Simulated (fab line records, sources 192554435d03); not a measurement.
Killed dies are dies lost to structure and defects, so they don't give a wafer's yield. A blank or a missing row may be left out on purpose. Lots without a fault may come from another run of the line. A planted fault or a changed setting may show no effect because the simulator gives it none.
Split-lot experiment | flow n5_finfet | 7 lots, 21 wafers read, on a route of 1938 steps

THE SPLIT
At N5_BEOL_M11_PECVD_70 (deposits SiO2 from TEOS/O2, target thk 20 nm, time 22.7 s), the setting temp_c was moved away from the recipe's 400 C on 9 of the 21 wafers read, by -2.3% to +1.8%. The other wafers ran this setting at the recipe's value.

FROM THE SPLIT TO THE READING: what the file shows between them, 4 steps
- N5_BEOL_M11_COAT_05: resist thk 90 nm (also split here: spin_rpm)
- N5_BEOL_M11_EBR_07
- N5_BEOL_M11_SOFTBAKE_06: time 60 s
- N5_BEOL_M11_STRIP_77: strips in N2/H2, time 10 s

THE READING
SiO2_of_BEOL_M11_PECVD_70.thk_nm (the simulator's own value, which no gauge read), in nm, at N5_BEOL_M11_HM_STRIP_39 (strips TiN in peroxide tin strip, target depth 25 nm, time 158 s). The file gives no usual value for it. The 12 wafers here that ran the recipe average 19.8 nm, standard deviation 0.2 nm.

wafer  | tool, chamber at the split | temp_c as run, C | against the recipe | SiO2_of_BEOL_M11_PECVD_70.thk_nm, nm | against lot-mates on the recipe
L074.2 | pecvd-02, 0                | 405.1            | +1.3%              | 19.2                                 | -0.8
L074.4 | pecvd-02, 1                | 400              | recipe             | 20                                   | -
L074.6 | pecvd-02, 2                | 405.1            | +1.3%              | 19.6                                 | -0.4
L076.1 | pecvd-03, 0                | 394.9            | -1.3%              | 20.4                                 | +0.7
L076.2 | pecvd-03, 2                | 400              | recipe             | 19.4                                 | -
L076.4 | pecvd-03, 0                | 400              | recipe             | 20                                   | -
L077.1 | pecvd-04, 2                | 400              | recipe             | 20                                   | -
L077.2 | pecvd-04, 1                | 400              | recipe             | 19.8                                 | -
L077.6 | pecvd-04, 1                | 395.3            | -1.2%              | 21.2                                 | +1.3
L085.1 | pecvd-02, 1                | 407.1            | +1.8%              | 18.6                                 | -1.2
L085.5 | pecvd-02, 1,2              | 400              | recipe             | 19.8                                 | -
L085.6 | pecvd-02, 1,2              | 400              | recipe             | 19.8                                 | -
L089.1 | pecvd-03, 1                | 400              | recipe             | 19.6                                 | -
L089.6 | pecvd-03, 0                | 400              | recipe             | 19.6                                 | -
L089.3 | pecvd-03, 2                | 400              | recipe             | 19.4                                 | -
L096.1 | pecvd-03, 2                | 406.2            | +1.6%              | 18.4                                 | -1.4
L096.4 | pecvd-03, 0                | 400              | recipe             | 19.8                                 | -
L096.5 | pecvd-03, 2                | 406.2            | +1.6%              | 19.2                                 | -0.6
L095.1 | pecvd-04, 1                | 390.7            | -2.3%              | 21.2                                 | +1.4
L095.2 | pecvd-04, 2                | 400              | recipe             | 19.8                                 | -
L095.6 | pecvd-04, 2                | 390.7            | -2.3%              | 21.4                                 | +1.6
Where a row lists several chambers, the file gives one row for several wafers and doesn't say which wafer went through which chamber.

THE FIT
A straight line over all 21 wafers: SiO2_of_BEOL_M11_PECVD_70.thk_nm changes by -0.625 nm for each +1% of temp_c; r = -0.92; the points scatter about the line by 0.3 nm.
The same after taking each lot's own level away (the mean of its wafers on the recipe; 21 wafers): -0.646 nm for each +1%; r = -0.95; scatter 0.23 nm.
On that fit, the largest move of temp_c shifts the reading by 1.5 nm.
The lots' own levels span 19.53 to 20.00 nm, that is 2.3 times the standard deviation above.
So the lot-to-lot level changes the slope little: the two slopes agree.
Check: with one of the wafers moved furthest among these (-2.3%) left out of the fit, the line predicts +1.59 nm for it against its lot-mates. It came out at +1.4 nm against them.

OTHER SPLITS ON THESE WAFERS
These wafers also went through other splits before the reading. Each is held against what the fit with the lots' levels taken away leaves over:
other split on the same wafers | wafers away from the commonest value | r with SiO2_of_BEOL_M11_PECVD_70.thk_nm (lot level and that fit taken away)
N5_BEOL_M9_COAT_75 spin_rpm    | 9                                    | -0.34
N5_BEOL_M10_ILD_DEP_00 time_s  | 5                                    | -0.04
N5_BEOL_M11_COAT_05 spin_rpm   | 7                                    | -0.14

THE WHOLE CHAIN: every reading that the file lists as answering this split, in the file's order
step                    | what it does                                                     | reading                                                                           | change (the file's fit)               | r (the file's)
N5_BEOL_M11_PECVD_70    | deposits SiO2 from TEOS/O2, target thk 20 nm, time 22.7 s        | SiO2_of_BEOL_M11_PECVD_70.thk_nm (the simulator's own value, which no gauge read) | -0.633 nm for each +1% of the setting | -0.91
N5_BEOL_M11_HM_STRIP_39 | strips TiN in peroxide tin strip, target depth 25 nm, time 158 s | SiO2_of_BEOL_M11_PECVD_70.thk_nm (the simulator's own value, which no gauge read) | -0.664 nm for each +1% of the setting | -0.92

THE FILE'S OWN FIT
SiO2_of_BEOL_M11_PECVD_70.thk_nm changes by -0.664 nm for each +1% of temp_c, r = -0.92.
